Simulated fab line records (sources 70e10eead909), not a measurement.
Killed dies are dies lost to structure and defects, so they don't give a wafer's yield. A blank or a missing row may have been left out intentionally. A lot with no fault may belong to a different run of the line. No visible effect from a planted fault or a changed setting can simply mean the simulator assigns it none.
The tool behind it: which one? | flow nand-harc | 23 lots with 69 wafers sampled at 6 steps, on a route of 1302 steps

WHAT THE GAUGES SHOWED, per wafer
No reading from a measuring or inspecting step in the record can be judged against a usual standard deviation.

EACH LOT AND THE TOOL THAT RAN IT (in order: tool; ch and the chambers of the sampled wafers; start)
lot  | NHARC_A_STAIRCASE_DESCUM_186       | NHARC_A_STAIRCASE_ETCH_188                    | NHARC_A_STAIRCASE_ETCH_194                    | NHARC_A_STAIRCASE_STRIP_205          | NHARC_A_STAIRCASE_TRIM_220         | NHARC_A_STAIRCASE_ETCH_236
L075 | rie-diel-03 ch 1,2,3, day 15 21:55 | rie-diel-03 ch 0,1,3, day 16 01:05 or earlier | rie-diel-03 ch 0,1,2, day 16 01:05 or earlier | plasma-asher-02 ch 0,1, day 16 01:05 | rie-diel-02 ch 1,2,3, day 16 02:31 | rie-diel-03 ch 1,2,3, no start
L074 | rie-diel-02 ch 0,2,3, day 15 22:04 | rie-diel-02 ch 0,1,2, day 16 00:29 or earlier | rie-diel-02 ch 0,2,3, day 16 00:29 or earlier | plasma-asher-01 ch 0,1, day 16 00:29 | rie-diel-03 ch 0,2,3, day 16 02:05 | rie-diel-03 ch 0,1,2, no start
L076 | rie-diel-02 ch 1,2,3, day 16 21:11 | rie-diel-02 ch 0,2,3, day 16 23:24 or earlier | rie-diel-02 ch 0,1,2, day 16 23:24 or earlier | plasma-asher-01 ch 0,1, day 16 23:24 | rie-diel-03 ch 0,2, day 17 01:16   | rie-diel-03 ch 0,2,3, no start
L077 | rie-diel-13 ch 1,2, day 17 12:21   | rie-diel-13 ch 0,2,3, day 17 14:50 or earlier | rie-diel-13 ch 1,2,3, day 17 14:50 or earlier | plasma-asher-02 ch 0,1, day 17 14:50 | rie-diel-03 ch 0,1,3, day 17 16:26 | rie-diel-03 ch 0,1, no start
L078 | rie-diel-13 ch 0,1,2, day 17 12:49 | rie-diel-13 ch 0,2,3, day 17 15:13 or earlier | rie-diel-13 ch 0,1,3, day 17 15:13 or earlier | plasma-asher-01 ch 0,1, day 17 15:13 | rie-diel-03 ch 0,1,2, day 17 16:50 | rie-diel-13 ch 0,1,2, no start
L080 | rie-diel-13 ch 1,2,3, day 18 05:31 | rie-diel-13 ch 0,3, day 18 07:49 or earlier   | rie-diel-13 ch 0,1,3, day 18 07:49 or earlier | plasma-asher-02 ch 0,1, day 18 07:49 | rie-diel-02 ch 0,2, day 18 09:26   | rie-diel-02 ch 0,2, no start
L079 | rie-diel-03 ch 0,1,2, day 18 06:56 | rie-diel-03 ch 0,1,2, day 18 09:21 or earlier | rie-diel-03 ch 0,2,3, day 18 09:21 or earlier | plasma-asher-02 ch 0,1, day 18 09:21 | rie-diel-02 ch 0,1,2, day 18 10:56 | rie-diel-02 ch 0,1, no start
L081 | rie-diel-03 ch 0,1,3, day 18 21:30 | rie-diel-03 ch 0,1, day 19 00:01 or earlier   | rie-diel-03 ch 0,1,2, day 19 00:01 or earlier | plasma-asher-01 ch 0,1, day 19 00:01 | rie-diel-13 ch 0,3, day 19 01:33   | rie-diel-13 ch 0,3, no start
L082 | rie-diel-02 ch 0,2, day 19 05:04   | rie-diel-02 ch 0,2, day 19 07:14 or earlier   | rie-diel-02 ch 1,2, day 19 07:14 or earlier   | plasma-asher-02 ch 0,1, day 19 07:14 | rie-diel-02 ch 1,2,3, day 19 08:44 | rie-diel-13 ch 0,1,2, no start
L083 | rie-diel-03 ch 0,1,2, day 19 08:25 | rie-diel-03 ch 0,1,2, day 19 10:38 or earlier | rie-diel-03 ch 0,1,3, day 19 10:38 or earlier | plasma-asher-02 ch 0, day 19 10:38   | rie-diel-02 ch 1,2,3, day 19 12:10 | rie-diel-02 ch 0,1, no start
L084 | rie-diel-02 ch 1,3, day 20 03:11   | rie-diel-02 ch 0,1, day 20 05:43 or earlier   | rie-diel-02 ch 1,3, day 20 05:43 or earlier   | plasma-asher-02 ch 0,1, day 20 05:43 | rie-diel-03 ch 0,3, day 20 07:11   | rie-diel-03 ch 0,2,3, no start
L085 | rie-diel-03 ch 0,1, day 20 03:37   | rie-diel-03 ch 0,1,2, day 20 06:00 or earlier | rie-diel-03 ch 0,2, day 20 06:00 or earlier   | plasma-asher-02 ch 1, day 20 06:00   | rie-diel-13 ch 1,2,3, day 20 07:28 | rie-diel-13 ch 1,2, no start
L086 | rie-diel-13 ch 1,2,3, day 20 21:18 | rie-diel-13 ch 0,2,3, day 20 23:50 or earlier | rie-diel-13 ch 1,2,3, day 20 23:50 or earlier | plasma-asher-02 ch 0,1, day 20 23:50 | rie-diel-02 ch 0,2,3, day 21 01:26 | rie-diel-03 ch 0,2, no start
L087 | rie-diel-13 ch 1,2,3, day 20 21:43 | rie-diel-13 ch 0,2, day 21 00:20 or earlier   | rie-diel-13 ch 0,1,3, day 21 00:20 or earlier | plasma-asher-02 ch 0,1, day 21 00:20 | rie-diel-13 ch 1,2,3, day 21 01:56 | rie-diel-13 ch 1,2, no start
L088 | rie-diel-03 ch 0,2,3, day 21 15:56 | rie-diel-03 ch 0,3, day 21 18:11 or earlier   | rie-diel-03 ch 0,2, day 21 18:11 or earlier   | plasma-asher-02 ch 0,1, day 21 18:11 | rie-diel-02 ch 0,3, day 21 19:43   | rie-diel-02 ch 1,2, no start
L089 | rie-diel-13 ch 0,1, day 21 20:03   | rie-diel-13 ch 0,1,2, day 22 02:13 or earlier | rie-diel-13 ch 0,2,3, day 22 02:13 or earlier | plasma-asher-02 ch 0,1, day 22 02:13 | rie-diel-13 ch 1,2, day 22 03:41   | rie-diel-03 ch 0,1,2, no start
L090 | rie-diel-03 ch 0,1,2, day 23 05:23 | rie-diel-03 ch 1,2,3, day 23 07:35 or earlier | rie-diel-03 ch 0,1,2, day 23 07:35 or earlier | plasma-asher-02 ch 0,1, day 23 07:35 | rie-diel-13 ch 0,2,3, day 23 09:14 | rie-diel-13 ch 0,1,2, no start
L093 | rie-diel-03 ch 0,1,3, day 23 11:32 | rie-diel-03 ch 0,2,3, day 23 13:43 or earlier | rie-diel-03 ch 0,3, day 23 13:43 or earlier   | plasma-asher-01 ch 0, day 23 13:43   | rie-diel-02 ch 1,3, day 23 15:19   | rie-diel-03 ch 1,2, no start
L092 | rie-diel-13 ch 0,1,2, day 23 12:06 | rie-diel-13 ch 0,3, day 23 14:49 or earlier   | rie-diel-13 ch 0,3, day 23 14:49 or earlier   | plasma-asher-02 ch 0,1, day 23 14:49 | rie-diel-13 ch 0,2, day 23 16:21   | rie-diel-02 ch 0,2,3, no start
L095 | rie-diel-13 ch 0,3, day 24 08:14   | rie-diel-13 ch 0,1,3, day 24 10:56 or earlier | rie-diel-13 ch 0,2,3, day 24 10:56 or earlier | plasma-asher-01 ch 0,1, day 24 10:56 | rie-diel-03 ch 0,2,3, day 24 12:25 | rie-diel-02 ch 0,1, no start
L094 | rie-diel-03 ch 0,1,3, day 24 08:58 | rie-diel-03 ch 0,1,3, day 24 11:11 or earlier | rie-diel-03 ch 1,2,3, day 24 11:11 or earlier | plasma-asher-02 ch 0,1, day 24 11:11 | rie-diel-02 ch 0,1,3, day 24 12:44 | rie-diel-02 ch 0,1,3, no start
L096 | rie-diel-03 ch 0,1,3, day 24 23:19 | rie-diel-03 ch 1,2, day 25 03:09 or earlier   | rie-diel-03 ch 1,2,3, day 25 03:09 or earlier | plasma-asher-01 ch 0,1, day 25 03:09 | rie-diel-02 ch 0,1, day 25 04:43   | rie-diel-02 ch 1,3, no start
L097 | rie-diel-02 ch 0,2,3, day 25 16:22 | rie-diel-02 ch 0,1,3, day 25 18:38 or earlier | rie-diel-02 ch 0,1,2, day 25 18:38 or earlier | plasma-asher-01 ch 0,1, day 25 18:38 | rie-diel-03 ch 0,2,3, day 25 20:07 | rie-diel-02 ch 0,2,3, no start
- NHARC_A_STAIRCASE_DESCUM_186: chemistry O2, time 3 s.
- NHARC_A_STAIRCASE_ETCH_188: etches the open film in C4F8/O2, target depth 100 nm, time 40.5 s.
- NHARC_A_STAIRCASE_ETCH_194: etches the open film in C4F8/O2, target depth 100 nm, time 40.5 s.
- NHARC_A_STAIRCASE_STRIP_205: strips in O2.
- NHARC_A_STAIRCASE_TRIM_220: chemistry O2, time 211.2 s.
- NHARC_A_STAIRCASE_ETCH_236: etches the open film in C4F8/O2, target depth 100 nm, time 40.5 s.

WHAT THE TOOLS THEMSELVES READ (means of the sampled wafers that have a number; where no wafer has one, the mark that the record gives instead)
NHARC_A_STAIRCASE_DESCUM_186. Usual: drypump-motor-current-A 5.9 A, standard deviation 0.31; o2-flow-sccm 200.0 sccm, standard deviation 0.57; oes-product-au 1.002 a.u., standard deviation 0.012; rf-vpp-V 57.7 V, standard deviation 0.9; showerhead-plenum-p-Torr 1.90 Torr, standard deviation 0.083; throttle-valve-pct 11.311 %, standard deviation 0.0087.
lot  | tool        | drypump-motor-current-A (A) | o2-flow-sccm (sccm) | oes-product-au (a.u.) | rf-vpp-V (V) | showerhead-plenum-p-Torr (Torr) | throttle-valve-pct (%) | flag
L075 | rie-diel-03 | 5.9                         | 200.4               | 1.001                 | 57.5         | 1.93                            | 11.308                 |
L074 | rie-diel-02 | 5.6                         | 200.1               | 0.996                 | 57.0         | 1.83                            | 11.306                 |
L076 | rie-diel-02 | 5.8                         | 200.1               | 0.996                 | 57.5         | 1.90                            | 11.319                 |
L077 | rie-diel-13 | 5.8                         | 200.5               | 1.002                 | 57.8         | 1.88                            | 11.304                 |
L078 | rie-diel-13 | 5.8                         | 199.9               | 1.002                 | 57.7         | 1.87                            | 11.312                 |
L080 | rie-diel-13 | 6.1                         | 200.1               | 1.001                 | 58.6         | 1.89                            | 11.306                 |
L079 | rie-diel-03 | 6.0                         | 200.2               | 0.997                 | 57.4         | 1.90                            | 11.310                 |
L081 | rie-diel-03 | 5.9                         | 200.5               | 1.001                 | 58.1         | 1.96                            | 11.321                 |
L082 | rie-diel-02 | 5.6                         | 199.5               | 0.989                 | 57.0         | 1.81                            | 11.312                 |
L083 | rie-diel-03 | 6.0                         | 200.1               | 0.991                 | 57.5         | 1.90                            | 11.309                 |
L084 | rie-diel-02 | 6.0                         | 200.3               | 0.998                 | 58.1         | 1.97                            | 11.308                 |
L085 | rie-diel-03 | 5.9                         | 200.3               | 0.995                 | 57.9         | 1.94                            | 11.315                 |
L086 | rie-diel-13 | 6.1                         | 199.9               | 1.000                 | 57.8         | 1.88                            | 11.317                 |
L087 | rie-diel-13 | 6.1                         | 200.0               | 1.001                 | 57.1         | 1.89                            | 11.317                 |
L088 | rie-diel-03 | 6.0                         | 200.0               | 0.998                 | 58.5         | 1.87                            | 11.313                 |
L089 | rie-diel-13 | 5.5                         | 200.4               | 1.002                 | 58.2         | 1.87                            | 11.312                 |
L090 | rie-diel-03 | 6.0                         | 199.8               | 1.014                 | 58.0         | 1.99                            | 11.307                 |
L093 | rie-diel-03 | 5.9                         | 200.1               | 1.019                 | 57.1         | 1.95                            | 11.306                 |
L092 | rie-diel-13 | 5.7                         | 199.7               | 1.004                 | 57.4         | 1.85                            | 11.310                 |
L095 | rie-diel-13 | 5.8                         | 199.8               | 1.006                 | 57.7         | 1.88                            | 11.304                 |
L094 | rie-diel-03 | 5.9                         | 200.2               | 1.018                 | 58.1         | 1.95                            | 11.308                 |
L096 | rie-diel-03 | 5.9                         | 199.9               | 1.026                 | 59.0         | 1.95                            | 11.308                 |
L097 | rie-diel-02 | 5.6                         | 199.9               | 0.991                 | 56.9         | 1.81                            | 11.319                 |

NHARC_A_STAIRCASE_ETCH_188. Usual: bias-w 999.8 W, standard deviation 2.9; oes-product-au 0.944 a.u., standard deviation 0.017; rf-vpp-V 895 V, standard deviation 5.4.
lot  | tool        | bias-w (W) | oes-product-au (a.u.) | rf-vpp-V (V) | flag
L075 | rie-diel-03 | 997.9      | 0.941                 | 899          |
L074 | rie-diel-02 | 997.9      | 0.939                 | 894          |
L076 | rie-diel-02 | 998.6      | 0.951                 | 890          |
L077 | rie-diel-13 | 996.8      | 0.954                 | 894          |
L078 | rie-diel-13 | 1001.8     | 0.936                 | 894          |
L080 | rie-diel-13 | 1001.4     | 0.954                 | 896          |
L079 | rie-diel-03 | 1001.7     | 0.944                 | 894          |
L081 | rie-diel-03 | 1001.2     | 0.938                 | 897          |
L082 | rie-diel-02 | 1000.9     | 0.934                 | 890          |
L083 | rie-diel-03 | 999.2      | 0.935                 | 895          |
L084 | rie-diel-02 | 996.6      | 0.933                 | 900          |
L085 | rie-diel-03 | 1002.4     | 0.949                 | 895          |
L086 | rie-diel-13 | 999.6      | 0.930                 | 893          |
L087 | rie-diel-13 | 999.1      | 0.933                 | 891          |
L088 | rie-diel-03 | 998.8      | 0.927                 | 897          |
L089 | rie-diel-13 | 1001.3     | 0.925                 | 892          |
L090 | rie-diel-03 | 1000.2     | 0.963                 | 902          |
L093 | rie-diel-03 | 1001.1     | 0.959                 | 899          |
L092 | rie-diel-13 | 999.2      | 0.963                 | 894          |
L095 | rie-diel-13 | 1000.3     | 0.948                 | 894          |
L094 | rie-diel-03 | 1001.2     | 0.961                 | 898          |
L096 | rie-diel-03 | 1000.6     | 0.942                 | 904          |
L097 | rie-diel-02 | 999.4      | 0.944                 | 894          |

NHARC_A_STAIRCASE_ETCH_194. Usual: bias-w 1000.1 W, standard deviation 2.9; oes-product-au 0.945 a.u., standard deviation 0.013; rf-vpp-V 895 V, standard deviation 5.4.
lot  | tool        | bias-w (W) | oes-product-au (a.u.) | rf-vpp-V (V) | flag
L075 | rie-diel-03 | 998.0      | 0.952                 | 895          |
L074 | rie-diel-02 | 999.2      | 0.936                 | 891          |
L076 | rie-diel-02 | 998.0      | 0.937                 | 895          |
L077 | rie-diel-13 | 999.6      | 0.929                 | 895          |
L078 | rie-diel-13 | 1001.2     | 0.941                 | 896          |
L080 | rie-diel-13 | 998.1      | 0.953                 | 896          |
L079 | rie-diel-03 | 1000.6     | 0.952                 | 893          |
L081 | rie-diel-03 | 999.4      | 0.941                 | 894          |
L082 | rie-diel-02 | 999.0      | 0.917                 | 894          |
L083 | rie-diel-03 | 999.2      | 0.944                 | 899          |
L084 | rie-diel-02 | 1001.6     | 0.954                 | 896          |
L085 | rie-diel-03 | 999.9      | 0.949                 | 892          |
L086 | rie-diel-13 | 1000.3     | 0.941                 | 894          |
L087 | rie-diel-13 | 1000.3     | 0.954                 | 895          |
L088 | rie-diel-03 | 1001.7     | 0.942                 | 891          |
L089 | rie-diel-13 | 1000.7     | 0.936                 | 892          |
L090 | rie-diel-03 | 999.1      | 0.958                 | 901          |
L093 | rie-diel-03 | 1000.6     | 0.954                 | 897          |
L092 | rie-diel-13 | 1001.0     | 0.948                 | 895          |
L095 | rie-diel-13 | 1001.6     | 0.947                 | 893          |
L094 | rie-diel-03 | 999.6      | 0.959                 | 903          |
L096 | rie-diel-03 | 997.6      | 0.944                 | 902          |
L097 | rie-diel-02 | 999.0      | 0.936                 | 893          |

NHARC_A_STAIRCASE_STRIP_205. Usual: drypump-motor-current-A 5.70 A, standard deviation 0.29; heater-power-w 348 W, standard deviation 28.
lot  | tool            | drypump-motor-current-A (A) | heater-power-w (W) | flag
L075 | plasma-asher-02 | 5.62                        | 334                |
L074 | plasma-asher-01 | 5.62                        | 345                |
L076 | plasma-asher-01 | 5.83                        | 328                |
L077 | plasma-asher-02 | 5.62                        | 344                |
L078 | plasma-asher-01 | 5.60                        | 348                |
L080 | plasma-asher-02 | 5.80                        | 353                |
L079 | plasma-asher-02 | 5.76                        | 350                |
L081 | plasma-asher-01 | 5.83                        | 328                |
L082 | plasma-asher-02 | 5.63                        | 347                |
L083 | plasma-asher-02 | 5.45                        | 340                |
L084 | plasma-asher-02 | 5.60                        | 354                |
L085 | plasma-asher-02 | 5.95                        | 380                |
L086 | plasma-asher-02 | 5.59                        | 351                |
L087 | plasma-asher-02 | 5.78                        | 366                |
L088 | plasma-asher-02 | 5.78                        | 357                |
L089 | plasma-asher-02 | 5.63                        | 350                |
L090 | plasma-asher-02 | 5.80                        | 367                |
L093 | plasma-asher-01 | 5.37                        | 377                |
L092 | plasma-asher-02 | 5.77                        | 364                |
L095 | plasma-asher-01 | 5.81                        | 324                |
L094 | plasma-asher-02 | 5.61                        | 352                |
L096 | plasma-asher-01 | 5.63                        | 350                |
L097 | plasma-asher-01 | 5.60                        | 350                |

NHARC_A_STAIRCASE_TRIM_220. Usual: drypump-motor-current-A 5.9 A, standard deviation 0.3; o2-flow-sccm 500.2 sccm, standard deviation 1.4; oes-product-au 1.001 a.u., standard deviation 0.012; rf-vpp-V 57.9 V, standard deviation 0.84; showerhead-plenum-p-Torr 3.50 Torr, standard deviation 0.16; throttle-valve-pct 17.037 %, standard deviation 0.01.
lot  | tool        | drypump-motor-current-A (A) | o2-flow-sccm (sccm) | oes-product-au (a.u.) | rf-vpp-V (V) | showerhead-plenum-p-Torr (Torr) | throttle-valve-pct (%) | flag
L075 | rie-diel-02 | 5.8                         | 501.1               | 1.000                 | 58.5         | 3.51                            | 17.034                 |
L074 | rie-diel-03 | 6.0                         | 500.1               | 1.007                 | 57.8         | 3.48                            | 17.038                 |
L076 | rie-diel-03 | 6.1                         | 499.4               | 0.998                 | 57.4         | 3.36                            | 17.033                 |
L077 | rie-diel-03 | 5.9                         | 498.7               | 1.014                 | 58.0         | 3.62                            | 17.039                 |
L078 | rie-diel-03 | 6.0                         | 501.4               | 1.002                 | 58.2         | 3.51                            | 17.034                 |
L080 | rie-diel-02 | 5.6                         | 500.3               | 0.994                 | 57.2         | 3.35                            | 17.026                 |
L079 | rie-diel-02 | 5.8                         | 500.6               | 0.994                 | 58.2         | 3.49                            | 17.037                 |
L081 | rie-diel-13 | 5.8                         | 500.0               | 0.998                 | 57.3         | 3.48                            | 17.029                 |
L082 | rie-diel-02 | 5.8                         | 501.7               | 0.999                 | 57.6         | 3.49                            | 17.044                 |
L083 | rie-diel-02 | 5.8                         | 498.8               | 0.995                 | 58.1         | 3.49                            | 17.037                 |
L084 | rie-diel-03 | 5.9                         | 500.8               | 0.997                 | 57.9         | 3.57                            | 17.034                 |
L085 | rie-diel-13 | 6.1                         | 500.5               | 1.003                 | 58.0         | 3.48                            | 17.034                 |
L086 | rie-diel-02 | 5.6                         | 500.1               | 1.002                 | 57.8         | 3.36                            | 17.039                 |
L087 | rie-diel-13 | 6.1                         | 500.1               | 1.010                 | 57.6         | 3.48                            | 17.037                 |
L088 | rie-diel-02 | 5.7                         | 499.2               | 1.002                 | 57.6         | 3.39                            | 17.038                 |
L089 | rie-diel-13 | 5.8                         | 500.2               | 1.006                 | 58.0         | 3.46                            | 17.049                 |
L090 | rie-diel-13 | 6.1                         | 499.7               | 1.008                 | 57.1         | 3.45                            | 17.040                 |
L093 | rie-diel-02 | 5.9                         | 501.3               | 0.999                 | 58.2         | 3.61                            | 17.040                 |
L092 | rie-diel-13 | 6.0                         | 499.4               | 1.012                 | 57.4         | 3.38                            | 17.040                 |
L095 | rie-diel-03 | 6.0                         | 500.9               | 1.010                 | 57.5         | 3.62                            | 17.047                 |
L094 | rie-diel-02 | 5.8                         | 501.4               | 1.014                 | 57.8         | 3.49                            | 17.038                 |
L096 | rie-diel-02 | 5.9                         | 501.3               | 0.987                 | 57.9         | 3.59                            | 17.041                 |
L097 | rie-diel-03 | 6.0                         | 500.4               | 1.020                 | 58.0         | 3.62                            | 17.036                 |

NHARC_A_STAIRCASE_ETCH_236. Usual: bias-w 1000 W, standard deviation 3.1; oes-product-au 0.941 a.u., standard deviation 0.014; rf-vpp-V 895 V, standard deviation 5.6.
lot  | tool        | bias-w (W) | oes-product-au (a.u.) | rf-vpp-V (V) | flag
L075 | rie-diel-03 | 1000       | 0.948                 | 897          |
L074 | rie-diel-03 | 1003       | 0.935                 | 896          |
L076 | rie-diel-03 | 1002       | 0.947                 | 894          |
L077 | rie-diel-03 | 1002       | 0.937                 | 901          |
L078 | rie-diel-13 | 1002       | 0.961                 | 894          |
L080 | rie-diel-02 | 1002       | 0.929                 | 890          |
L079 | rie-diel-02 | 1001       | 0.929                 | 895          |
L081 | rie-diel-13 | 1000       | 0.940                 | 896          |
L082 | rie-diel-13 | 1001       | 0.956                 | 893          |
L083 | rie-diel-02 | 999        | 0.932                 | 894          |
L084 | rie-diel-03 | 998        | 0.936                 | 893          |
L085 | rie-diel-13 | 1003       | 0.938                 | 892          |
L086 | rie-diel-03 | 1001       | 0.940                 | 892          |
L087 | rie-diel-13 | 996        | 0.943                 | 894          |
L088 | rie-diel-02 | 1001       | 0.911                 | 893          |
L089 | rie-diel-03 | 999        | 0.943                 | 894          |
L090 | rie-diel-13 | 999        | 0.948                 | 892          |
L093 | rie-diel-03 | 1001       | 0.956                 | 905          |
L092 | rie-diel-02 | 999        | 0.951                 | 890          |
L095 | rie-diel-02 | 999        | 0.936                 | 899          |
L094 | rie-diel-02 | 999        | 0.953                 | 893          |
L096 | rie-diel-02 | 1000       | 0.942                 | 895          |
L097 | rie-diel-02 | 1000       | 0.933                 | 890          |

THE ANSWER, worked out from the rows above alone
Rule: a lot counts as off when the mean over its wafers that have a number is more than 3 standard deviations away from the usual mean. A lot without any number at a reading at which 4 lots or more have one is off too. Where the step has rows for the other lots, those lots are counted as sound. The gauges are gone through in route order, then the tools' own readings, and for those a lot's mean is taken as printed above. The first step at which some lot is off is used, and at that step the reading that is off furthest; a lot without a number counts as furthest.
No lot is off at any reading shown: from this, nothing can be told.

WHAT WAS PUT IN BY THE SIMULATOR
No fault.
